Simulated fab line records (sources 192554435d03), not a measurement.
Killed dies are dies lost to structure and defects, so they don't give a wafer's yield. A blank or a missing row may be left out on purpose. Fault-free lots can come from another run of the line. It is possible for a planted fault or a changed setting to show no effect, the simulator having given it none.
Matching of chambers + flow n5-finfet + N5_PMOS_HMC_CHANNEL_EPI_ETCH_38 on rie-si-05: 4 sister chambers
The step etches SiO2 in CF4, target depth 1.5 nm. 8 wafers are shown with their chamber, then 7 later ones without.

== WAFERS, EACH WITH ITS CHAMBER ==
| wafer  | chamber | drypump-motor-current-A (A) | oes-product-au (a.u.) |
|--------|---------|-----------------------------|-----------------------|
| L077.2 | 1       | 5.4                         | 1.031                 |
| L083.1 | 2       | 6.3                         | 1.011                 |
| L083.2 | 1       | 5.4                         | 1.024                 |
| L087.1 | 2       | 6.4                         | 1.015                 |
| L087.2 | 0       | 5.5                         | 1.006                 |
| L087.3 | 3       | 5.1                         | 1.030                 |
| L094.3 | 0       | 5.5                         | 1.010                 |
| L094.4 | 3       | 5.1                         | 1.007                 |

== WAFERS WHOSE CHAMBER IS MISSING ==
| wafer  | drypump-motor-current-A (A) | oes-product-au (a.u.) |
|--------|-----------------------------|-----------------------|
| L094.5 | 6.4                         | 1.007                 |
| L095.2 | 6.4                         | 1.012                 |
| L095.5 | 5.1                         | 1.024                 |
| L095.6 | 6.4                         | 1.010                 |
| L097.1 | 5.4                         | 1.037                 |
| L097.3 | 5.1                         | 1.013                 |
| L097.6 | 5.4                         | 1.029                 |

== WHICH CHAMBER EACH WENT THROUGH ==
| wafer  | from the rows above | in truth |
|--------|---------------------|----------|
| L094.5 | 2                   | 2        |
| L095.2 | 2                   | 2        |
| L095.5 | 3                   | 3        |
| L095.6 | 2                   | 2        |
| L097.1 | 1                   | 1        |
| L097.3 | 3                   | 3        |
| L097.6 | 1                   | 1        |
Correct placement for 7 of the 7. From these rows, 0 cannot be placed. Placed wrongly: 0.
How it was worked out, from the rows above alone: a wafer's distance from a chamber is the root of the sum, over the readings, of the square of ((its reading less the chamber's mean) divided by the reading's scatter). The wafer belongs to the nearest chamber; if the next one is less than 2 further off, it can't be placed. For every chamber, the mean is computed from those of its wafers that are shown. The scatter: take each reading less its chamber's mean, square it, sum over the shown wafers, divide by the number of wafers less the number of chambers, and take the root.
